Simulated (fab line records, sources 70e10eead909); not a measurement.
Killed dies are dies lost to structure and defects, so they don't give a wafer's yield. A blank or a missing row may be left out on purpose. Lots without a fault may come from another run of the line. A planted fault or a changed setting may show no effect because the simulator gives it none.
fab line records | flow nand_harc
record lots=12 wafers=36 last_day=34
route steps=1302 shown A_CHANNEL_HOLE_D1@484 A_CHANNEL_FILL_D1@492 END@1302
lots that met no fault: from a run of the same line without faults
start_h: hours from the record's first day to the start of the lot's first wafer shown | wait_h: hours since the lot's step before | " the same as in the row above | L1.1+2: a row that stands for several wafers | - no value, or no start given | * or withheld: withheld | < > ~ a bound
route shown NAME@n: a module of which the file shows steps, and the number in the route of the first | usual: mean/standard deviation of fault-free wafers | same: alike in all rows | chamber/n: place in a boat | sites: the reading at each site | _std_site: their standard deviation | _edge_site: outer sites' mean less inner sites' | radius_mm: how far each site lies from the wafer's centre | mask NAME#n: copy n | behind: the tool/chamber that last shaped the wafer | hold: why the lot was held/for how many hours/how that ended | device: the transistor (n, p or np) that didn't switch | end of line: the same wafers' tests at the end of the route | a step without rows: its recipe alone | killed: dies lost to structure and defects at the first sort, not the wafer's yield | map: a wafer's dies, x killed, . not, _ none there
set.NAME: the setting as run; set.NAME@STEP: as run at that earlier step | model.NAME: the simulator's own value behind a step, which no gauge read
steps of the route over a sample of lots; a table a step, a row a wafer
services: from which hour (start_h, from the record's first day; less than 0 if before it) a tool's chamber was out of use, for how many hours, and why
## steps
# step NHARC_A_CHANNEL_HOLE_D1_STRIP_27
# recipe o2_flow_sccm=500 ar_flow_sccm=0 bias_w=0 chemistry=O2
# usual chamber_pressure_mTorr=59.99/0.05 drypump_motor_current_A=5.4/0.43 oes_product_au=0.997/0.0099 rf_vpp_V=57.5/0.93 showerhead_plenum_p_Torr=3.48/0.15 throttle_valve_pct=17.036/0.0094
# columns lot.wafer tool chamber start_h wait_h chamber_pressure_mTorr drypump_motor_current_A oes_product_au rf_hours_counter_h rf_vpp_V showerhead_plenum_p_Torr throttle_valve_pct
L858.2 rie_diel-05 2 - - 59.99 6.0 1.003 45 57.7 3.64 17.059
L858.1 " 3 " " 60.02 6.0 0.992 51 58.2 3.60 17.035
L858.6 " 2 " " 60.00 6.1 1.001 - 57.7 3.64 17.035
L860.1 rie_diel-08 0 - - 59.99 5.1 1.013 2 56.3 3.65 17.042
L860.3 " 1 " " 59.92 4.9 1.004 2 59.1 3.36 17.038
L860.6 " 1 " " 59.99 4.9 0.988 - 57.2 3.36 17.034
L861.4 rie_diel-05 1 - - 60.00 5.8 0.997 2 56.2 3.36 17.037
L861.6 " 1 " " 59.98 5.8 0.985 - 56.6 3.36 17.029
L861.5 " 2 " " 60.02 6.0 0.995 - 57.1 3.63 17.036
L863.4 rie_diel-08 1 - - 60.01 4.9 0.975 6 57.9 3.36 17.035
L863.1 " 2 " " 60.05 5.6 0.987 6 56.5 3.30 17.040
L863.5 " 3 " " 60.00 6.0 0.982 - 58.9 3.63 17.033
L864.3 rie_diel-08 1 - - 59.90 4.9 0.988 7 55.9 3.36 17.047
L864.5 " 0 " " 60.05 5.1 0.995 - 58.1 3.65 17.041
L864.6 " 1 " " 59.99 4.9 0.984 - 58.9 3.35 17.025
L865.1 rie_diel-08 3 - - 59.97 6.0 0.984 9 59.1 3.62 17.022
L865.3 " 0 " " 59.93 5.1 1.014 9 57.2 3.65 17.030
L865.6 " 1 " " 59.97 4.9 0.992 - 58.7 3.35 17.038
L866.2 rie_diel-08 1 - - 59.95 4.9 0.996 9 57.6 3.35 17.024
L866.4 " 3 " " 60.05 6.0 0.987 9 57.8 3.62 17.044
L866.3 " 0 " " 59.98 5.2 1.008 9 56.9 3.65 17.030
L867.2 rie_diel-09 2 - - 60.05 5.8 0.987 55 58.9 3.62 17.039
L867.1 " 3 " " 60.02 5.3 1.004 51 55.5 3.32 17.028
L867.4 " 0 " " 59.96 5.3 0.989 53 58.6 3.29 17.037
L875.3 rie_diel-08 1 - - 59.95 4.9 1.000 0 57.2 3.35 17.037
L875.4 " 2 " " 59.98 5.5 1.010 0 55.7 3.30 17.034
L875.1 " 0 " " 60.06 5.2 1.009 0 57.7 3.64 17.032
L876.2 rie_diel-08 1 - - 59.98 4.9 1.011 1 56.7 3.35 17.036
L876.6 " 3 " " 59.99 6.0 1.015 - 58.1 3.62 17.047
L876.5 " 0 " " 59.96 5.1 1.018 - 57.5 3.64 17.044
L878.3 rie_diel-08 0 - - 59.96 5.1 0.995 2 57.5 3.64 17.019
L878.6 " 1 " " 60.03 4.9 1.005 - 55.4 3.35 17.049
L878.4 " 0 " " 60.02 5.1 0.999 - 58.6 3.64 17.042
L879.2 rie_diel-08 1 - - 60.03 4.9 0.985 3 57.1 3.35 17.036
L879.4 " 2 " " 59.97 5.5 0.991 3 57.0 3.29 17.054
L879.3 " 0 " " 60.06 5.1 1.003 3 58.5 3.64 17.025
# step NHARC_A_CHANNEL_HOLE_D1_XSEM_31
# recipe landing_energy_ev=35000
# usual bot_cd_nm=74.3/1.5 bow_nm=8.55/0.22 tilt_deg=0.07/0.033
# columns lot.wafer tool chamber start_h wait_h bot_cd_nm bow_nm tilt_deg
L858.1 xsem-02 0 200.73 0.1 75.6 8.51 0.05
L858.2 " 0 " " 75.8 8.32 0.05
L858.6 " 0 " " 75.9 8.43 0.05
L860.1 xsem-01 0 221.70 0.1 71.2 8.46 0.06
L860.3 " 0 " " 72.5 8.41 0.06
L860.6 " 0 " " 73.4 8.40 0.06
L861.4 xsem-02 0 242.94 0.1 76.2 8.79 0.08
L861.5 " 0 " " 74.3 8.71 0.08
L861.6 " 0 " " 75.9 8.83 0.08
L863.1 xsem-01 0 263.52 0.1 75.9 8.81 0.01
L863.4 " 0 " " 75.3 8.85 0.01
L863.5 " 0 " " 76.6 8.72 0.01
L864.3 xsem-02 0 273.28 0.1 74.9 9.18 0.03
L864.5 " 0 " " 73.7 9.19 0.02
L864.6 " 0 " " 75.0 9.18 0.03
L865.1 xsem-02 0 295.65 0.1 75.7 8.41 0.09
L865.3 " 0 " " 75.2 8.40 0.09
L865.6 " 0 " " 77.2 8.49 0.09
L866.2 xsem-01 0 297.98 0.1 74.6 8.55 0.06
L866.3 " 0 " " 75.1 8.56 0.06
L866.4 " 0 " " 75.5 8.56 0.06
L867.1 xsem-02 0 299.83 0.1 74.1 8.80 0.11
L867.2 " 0 " " 73.7 8.74 0.12
L867.4 " 0 " " 74.6 8.74 0.11
L875.1 xsem-02 0 381.75 0.1 76.1 8.46 0.06
L875.3 " 0 " " 75.7 8.44 0.06
L875.4 " 0 " " 75.3 8.48 0.06
L876.2 xsem-02 0 383.31 0.1 75.0 8.17 0.06
L876.5 " 0 " " 74.2 8.24 0.06
L876.6 " 0 " " 75.7 8.18 0.07
L878.3 xsem-02 0 404.15 0.1 75.0 8.28 0.05
L878.4 " 0 " " 75.0 8.39 0.05
L878.6 " 0 " " 74.0 8.37 0.05
L879.2 xsem-02 0 414.27 0.1 71.7 8.71 0.01
L879.3 " 0 " " 75.8 8.71 0.01
L879.4 " 0 " " 75.3 8.75 0.00
# step NHARC_A_CHANNEL_FILL_D1_ALD_02
# recipe target_thk_a=60 pulse_time_s=10 ald_cycles=60 temp_c=300 material=SiO2
# usual ald_cycles=60/0 heater_power_w=464/41 precursor_pulse_height_rel=0.999/0.023
# columns lot.wafer tool chamber start_h wait_h ald_cycles heater_power_w precursor_pulse_height_rel
L858.1 ald_hk-04 2 201.10 - 60 469 1.004
L858.2 " 0 " " 60 493 0.990
L858.6 " 1 " " 60 478 1.011
L860.1 ald_hk-01 3 223.21 1.3 60 459 1.026
L860.3 " 0 " " 60 500 0.994
L860.6 " 3 " " 60 460 0.981
L861.4 ald_hk-03 1 243.35 - 60 420 0.979
L861.5 " 3 " " 60 508 0.971
L861.6 " 0 " " 60 445 0.998
L863.1 ald_hk-03 1 263.81 - 60 410 1.004
L863.4 " 2 " " 60 517 1.001
L863.5 " 2 " " 60 515 0.967
L864.3 ald_hk-04 2 273.58 - 60 479 1.005
L864.5 " 2 " " 60 470 0.964
L864.6 " 3 " " 60 498 1.000
L865.3 ald_hk-04 1 295.98 0.1 60 490 0.999
L865.1 " 2 " " 60 480 1.042
L865.6 " 2 " " 60 488 1.012
L866.4 ald_hk-03 3 298.26 - 60 506 1.006
L866.2 " 0 " " 60 439 0.980
L866.3 " 2 " " 60 530 0.966
L867.1 ald_hk-04 1 300.13 - 60 462 0.993
L867.2 " 2 " " 60 488 1.041
L867.4 " 3 " " 60 476 0.977
L875.4 ald_hk-01 3 382.12 - 68 478 1.021
L875.1 " 0 " " 68 480 1.000
L875.3 " 1 " " 68 399 0.952
L876.2 ald_hk-01 1 383.82 - 68 386 1.004
L876.5 " 2 " " 68 385 0.992
L876.6 " 3 " " 68 483 0.985
L878.3 ald_hk-03 3 404.58 - 60 499 1.013
L878.4 " 0 " " 60 428 0.990
L878.6 " 2 " " 60 493 0.962
L879.3 ald_hk-03 3 414.63 - 60 494 0.998
L879.2 " 0 " " 60 430 0.994
L879.4 " 1 " " 60 436 1.011
# step NHARC_A_CHANNEL_FILL_D1_ETCHBACK_20
# recipe target_depth_a=270 time_s=13.5 c4f8_flow_sccm=withheld o2_flow_sccm=8 ar_flow_sccm=withheld rf_w=600 bias_w=1500 chemistry=C4F8/O2/Ar
# usual chamber_pressure_mTorr=24.997/0.024 oes_product_au=0.96/0.036 rf_fwd_power_W=587.2/3 rf_vpp_V=979/5
# columns lot.wafer tool chamber start_h wait_h chamber_pressure_mTorr oes_product_au rf_fwd_power_W rf_hours_counter_h rf_vpp_V
L858.2 rie_diel-01 3 225.21 - 24.973 1.00 586.9 0.4 989
L858.1 " 1 " " 24.964 0.98 584.9 0.2 972
L858.6 " 2 " " 25.039 0.99 590.6 - 976
L860.3 rie_diel-01 2 244.88 - 24.993 0.99 586.9 1.1 976
L860.1 " 3 " " 24.990 1.00 585.2 1.3 990
L860.6 " 1 " " 24.998 0.99 584.4 - 972
L861.4 rie_diel-01 1 267.60 - 24.978 0.99 586.9 - 973
L861.6 " 3 " " 25.014 0.98 584.9 - 987
L861.5 " 0 " " 24.991 0.98 582.6 - 981
L863.4 rie_diel-12 2 288.75 - 25.008 1.00 588.6 0.5 978
L863.1 " 0 " " 24.954 1.00 587.4 0.6 981
L863.5 " 1 " " 25.008 0.98 585.7 - 976
L864.3 rie_diel-01 1 297.84 - 24.995 0.92 588.1 4.1 973
L864.6 " 2 " " 25.008 0.93 584.6 - 977
L864.5 " 3 " " 25.024 0.92 584.2 - 988
L866.2 rie_diel-12 3 323.24 - 25.015 1.00 589.8 3.0 975
L866.4 " 0 " " 24.967 1.00 585.6 3.0 980
L866.3 " 1 " " 25.009 1.00 586.9 2.7 974
L867.4 rie_diel-01 2 323.25 - 25.015 0.92 588.9 4.2 976
L867.1 " 3 " " 25.001 0.93 584.2 5.6 987
L867.2 " 1 " " 25.017 0.92 584.2 4.9 973
L865.3 rie_diel-10 0 323.28 - 24.950 0.99 587.4 4.3 979
L865.1 " 2 " " 25.009 0.99 588.1 4.6 985
L865.6 " 0 " " 25.013 0.99 586.0 - 978
L875.1 rie_diel-10 1 408.14 - 25.007 0.94 584.8 8.2 987
L875.4 " 2 " " 24.980 0.93 584.3 7.7 985
L875.3 " 3 " " 24.985 0.92 585.2 6.2 979
L876.2 rie_diel-10 0 408.21 - 24.988 0.92 585.5 7.3 979
L876.6 " 3 " " 24.998 0.92 585.5 - 979
L876.5 " 0 " " 25.013 0.92 585.9 - 977
L878.4 rie_diel-12 3 428.00 - 24.994 0.91 591.5 9.5 975
L878.3 " 2 " " 25.020 0.91 589.9 9.7 976
L878.6 " 0 " " 25.031 0.93 587.0 - 981
L879.2 rie_diel-01 2 439.25 - 24.996 0.94 587.1 2.0 976
L879.4 " 3 " " 24.983 0.93 583.6 2.5 990
L879.3 " 0 " " 24.992 0.94 584.0 2.3 981
# step NHARC_END_SORT_01
# recipe temp_c=25
# usual killed_at_array=53/21 killed_at_other=1.1/1.5 killed_at_periphery=3.9/2.7 killed_dies=58/21 killed_open=3.4/1.9 killed_short=2.3/1.5
# same gross_dies=677
# columns lot.wafer tool chamber start_h wait_h killed_at_array killed_at_other killed_at_periphery killed_dies killed_open killed_short
L863.1 prober-02 0 648.21 2.5 99 0 11 110 6 2
L863.4 prober-02 0 650.61 3.4 91 0 7 98 2 2
L863.5 prober-02 0 651.41 3.7 98 1 4 103 2 5
L867.1 prober-01 0 677.37 2.5 58 1 6 65 2 6
L867.2 prober-01 0 678.16 2.8 50 0 9 59 2 3
L867.4 prober-01 0 679.76 3.4 49 0 5 54 3 1
L866.2 prober-02 0 678.22 2.8 67 1 6 74 2 4
L866.3 prober-02 0 679.03 3.1 54 0 0 54 3 1
L866.4 prober-02 0 679.83 3.4 53 0 1 54 2 2
L865.1 prober-01 0 687.87 2.5 14 0 5 19 0 1
L865.3 prober-01 0 689.49 3.1 30 1 6 37 9 4
L865.6 prober-01 0 691.92 4.1 15 2 2 19 2 1
L875.1 prober-01 0 764.73 2.5 68 5 4 77 5 1
L875.3 prober-01 0 766.38 3.1 57 2 7 66 5 3
L875.4 prober-01 0 767.20 3.5 51 4 4 59 1 0
L876.2 prober-02 0 768.01 2.8 78 1 2 81 1 4
L876.5 prober-02 0 770.39 3.7 59 0 3 62 4 1
L876.6 prober-02 0 771.18 4.0 61 1 1 63 4 1
# killed by level:class
L863.1 A_SLIT:chamber_film_flake=34 A_CHANNEL_HOLE_D1:chamber_film_flake=31 A_CHANNEL_HOLE_D2:chamber_film_flake=18 P_GATE:chamber_film_flake=4 P_M1:chamber_film_flake=3 A_STAIRCASE:chamber_film_flake=3 A_CHANNEL_FILL_D2:chamber_film_flake=3 A_DECK1_JOINT:geometric_particle:open=2
L863.4 A_SLIT:chamber_film_flake=31 A_CHANNEL_HOLE_D1:chamber_film_flake=25 A_CHANNEL_HOLE_D2:chamber_film_flake=18 A_STAIRCASE:chamber_film_flake=6 A_CHANNEL_FILL_D2:chamber_film_flake=5 P_M1:chamber_film_flake=3 P_GATE:chamber_film_flake=2 P_M0:geometric_particle:open=1
L863.5 A_SLIT:chamber_film_flake=43 A_CHANNEL_HOLE_D1:chamber_film_flake=24 A_CHANNEL_HOLE_D2:chamber_film_flake=14 A_CHANNEL_FILL_D2:chamber_film_flake=5 A_STAIRCASE:chamber_film_flake=4 A_WL_FILL:geometric_particle:short=2 A_CONTACT:chamber_film_flake=2 P_STI:geometric_particle:short=1
L867.1 A_SLIT:chamber_film_flake=33 A_STAIRCASE:chamber_film_flake=6 A_CHANNEL_HOLE_D1:chamber_film_flake=5 P_CONTACT:chamber_film_flake=4 A_BLC:chamber_film_flake=4 A_CONTACT:chamber_film_flake=3 P_STI:geometric_particle:short=1 P_M2:geometric_particle:open=1
L867.2 A_SLIT:chamber_film_flake=26 A_BLC:chamber_film_flake=7 P_CONTACT:chamber_film_flake=5 A_CHANNEL_HOLE_D1:chamber_film_flake=5 A_STAIRCASE:chamber_film_flake=3 A_CONTACT:chamber_film_flake=3 A_M0:geometric_particle:open=2 P_STI:chamber_film_flake=2
L866.2 A_CHANNEL_HOLE_D1:chamber_film_flake=35 A_CHANNEL_HOLE_D2:chamber_film_flake=18 A_CONTACT:chamber_film_flake=6 P_GATE:chamber_film_flake=2 A_DECK1_JOINT:chamber_film_flake=2 A_STAIRCASE:chamber_film_flake=2 P_CONTACT:geometric_particle:open=1 P_M0:geometric_particle:short=1
L866.3 A_CHANNEL_HOLE_D1:chamber_film_flake=30 A_CHANNEL_HOLE_D2:chamber_film_flake=10 A_CONTACT:chamber_film_flake=3 A_BLC:chamber_film_flake=2 A_DECK1_JOINT:geometric_particle:open=1 A_ONON_D2:geometric_particle:open=1 A_WL_FILL:geometric_particle:short=1 A_M0:geometric_particle:open=1
L867.4 A_SLIT:chamber_film_flake=29 A_CHANNEL_HOLE_D1:chamber_film_flake=6 A_CONTACT:chamber_film_flake=5 P_CONTACT:chamber_film_flake=4 A_BLC:chamber_film_flake=4 A_DECK1_JOINT:geometric_particle:open=2 A_WL_FILL:geometric_particle:short=1 A_M0:geometric_particle:open=1
L866.4 A_CHANNEL_HOLE_D1:chamber_film_flake=24 A_CHANNEL_HOLE_D2:chamber_film_flake=20 A_STAIRCASE:chamber_film_flake=2 A_CONTACT:chamber_film_flake=2 A_CHANNEL_FILL_D1:geometric_particle:open=1 A_ONON_D2:geometric_particle:short=1 A_CONTACT:geometric_particle:short=1 A_M0:geometric_particle:open=1
L865.1 A_CHANNEL_HOLE_D1:chamber_film_flake=5 P_STI:chamber_film_flake=4 A_CHANNEL_HOLE_D2:chamber_film_flake=2 A_SLIT:chamber_film_flake=2 A_M0:chamber_film_flake=2 A_M1:geometric_particle:short=1 P_GATE:chamber_film_flake=1 A_ZERO_WELL:chamber_film_flake=1
L865.3 A_CHANNEL_HOLE_D1:chamber_film_flake=9 A_M0:chamber_film_flake=3 A_CONTACT:chamber_film_flake=3 P_CONTACT:geometric_particle:open=2 A_CHANNEL_FILL_D1:geometric_particle:open=2 P_STI:chamber_film_flake=2 A_DECK1_JOINT:chamber_film_flake=2 P_M0:geometric_particle:open=1
L865.6 A_CHANNEL_HOLE_D1:chamber_film_flake=4 A_M0:chamber_film_flake=3 A_STAIRCASE:chamber_film_flake=2 A_SLIT:chamber_film_flake=2 A_CHANNEL_FILL_D1:geometric_particle:short=1 A_CONTACT:geometric_particle:open=1 STARTING-WAFER:geometric_particle:open=1 P_STI:chamber_film_flake=1
L875.1 A_CHANNEL_HOLE_D1:chamber_film_flake=38 A_SLIT:chamber_film_flake=10 A_CONTACT:chamber_film_flake=5 THIN_TSV:chamber_film_flake=5 A_M1:chamber_film_flake=4 A_ZERO_WELL:chamber_film_flake=3 P_STI:chamber_film_flake=2 A_STAIRCASE:chamber_film_flake=2
L875.3 A_CHANNEL_HOLE_D1:chamber_film_flake=31 A_SLIT:chamber_film_flake=7 A_CONTACT:chamber_film_flake=5 P_GATE:chamber_film_flake=4 A_M1:chamber_film_flake=3 P_M0:geometric_particle:open=2 A_STAIRCASE:chamber_film_flake=2 THIN_TSV:chamber_film_flake=2
L875.4 A_CHANNEL_HOLE_D1:chamber_film_flake=34 A_SLIT:chamber_film_flake=5 THIN_TSV:chamber_film_flake=4 A_M1:chamber_film_flake=4 P_GATE:chamber_film_flake=3 A_CONTACT:chamber_film_flake=3 A_STAIRCASE:chamber_film_flake=2 A_ONON_D1:geometric_particle:open=1
L876.2 A_SLIT:chamber_film_flake=36 A_CHANNEL_HOLE_D2:chamber_film_flake=21 A_CHANNEL_HOLE_D1:chamber_film_flake=12 A_ONON_D2:geometric_particle:short=2 P_GATE:chamber_film_flake=2 A_WL_FILL:chamber_film_flake=2 A_DECK1_JOINT:geometric_particle:short=1 A_SGD_CUT:geometric_particle:short=1
L876.5 A_SLIT:chamber_film_flake=28 A_CHANNEL_HOLE_D2:chamber_film_flake=13 A_CHANNEL_HOLE_D1:chamber_film_flake=7 A_M1:chamber_film_flake=3 A_STAIRCASE:chamber_film_flake=2 A_WL_FILL:chamber_film_flake=2 P_M0:geometric_particle:open=1 P_M1:geometric_particle:short=1
L876.6 A_SLIT:chamber_film_flake=25 A_CHANNEL_HOLE_D2:chamber_film_flake=13 A_CHANNEL_HOLE_D1:chamber_film_flake=10 A_CONTACT:chamber_film_flake=3 A_STAIRCASE:chamber_film_flake=2 A_WL_FILL:chamber_film_flake=2 P_M0:geometric_particle:open=1 A_SOURCE_PLATE:geometric_particle:open=1
## services
# columns tool chamber start_h hours kind
rie_diel-08 - 190.86 9.0 pm
rie_diel-01 - 203.80 9.0 pm
ald_hk-03 - 212.19 10.0 pm
ald_hk-04 - 226.53 2.1 repair
rie_diel-10 3 226.91 15.0 repair
rie_diel-10 - 242.50 9.0 pm
ald_hk-04 - 254.00 10.0 pm
rie_diel-12 2 254.31 8.6 repair
rie_diel-10 3 261.20 6.9 repair
rie_diel-01 2 265.61 4.7 repair
rie_diel-12 - 268.40 9.0 pm
rie_diel-10 1 274.67 2.5 repair
rie_diel-01 0 278.31 18.7 repair
ald_hk-01 - 296.15 10.0 pm
rie_diel-10 0 327.28 13.7 repair
ald_hk-01 - 341.46 0.7 repair
rie_diel-12 0 359.23 1.9 repair
rie_diel-12 2 360.50 3.0 repair
rie_diel-08 - 367.86 9.0 pm
xsem-01 - 374.00 14.0 pm
rie_diel-01 - 380.80 9.0 pm
rie_diel-08 2 398.06 5.3 repair
rie_diel-01 2 417.53 5.3 repair
ald_hk-04 - 437.46 10.0 pm
## key
first_sign step=NHARC_A_CHANNEL_FILL_D1_ALD_02 reading=ald_cycles direction=up sigmas=99+ usual=60 struck=68
effect none on later readings
met_at NHARC_A_CHANNEL_FILL_D1_ALD_02
struck_lots L875,L876
tester_left_out L875,L876
not_acting_at NHARC_A_CHANNEL_HOLE_D1_STRIP_27,NHARC_A_CHANNEL_HOLE_D1_XSEM_31,NHARC_A_CHANNEL_FILL_D1_ETCHBACK_20
onset_between 223.21 382.12
fault kind=process_parameter_drift tool=ald_hk-01 chamber=- onset_h=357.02 steps=NHARC_A_CHANNEL_FILL_D1_ALD_02 channel=ald_cycles offset=8 shape=step end_h=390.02 acts_in=these_recipes_only stated=60
# tester_left_out: of these lots the tester's yield and bins aren't shown, on N5 and GAA mostly nor the transistor test; their killed dies are dies lost to structure and defects alone, not to doping, threshold or leakage, so they don't give the yield
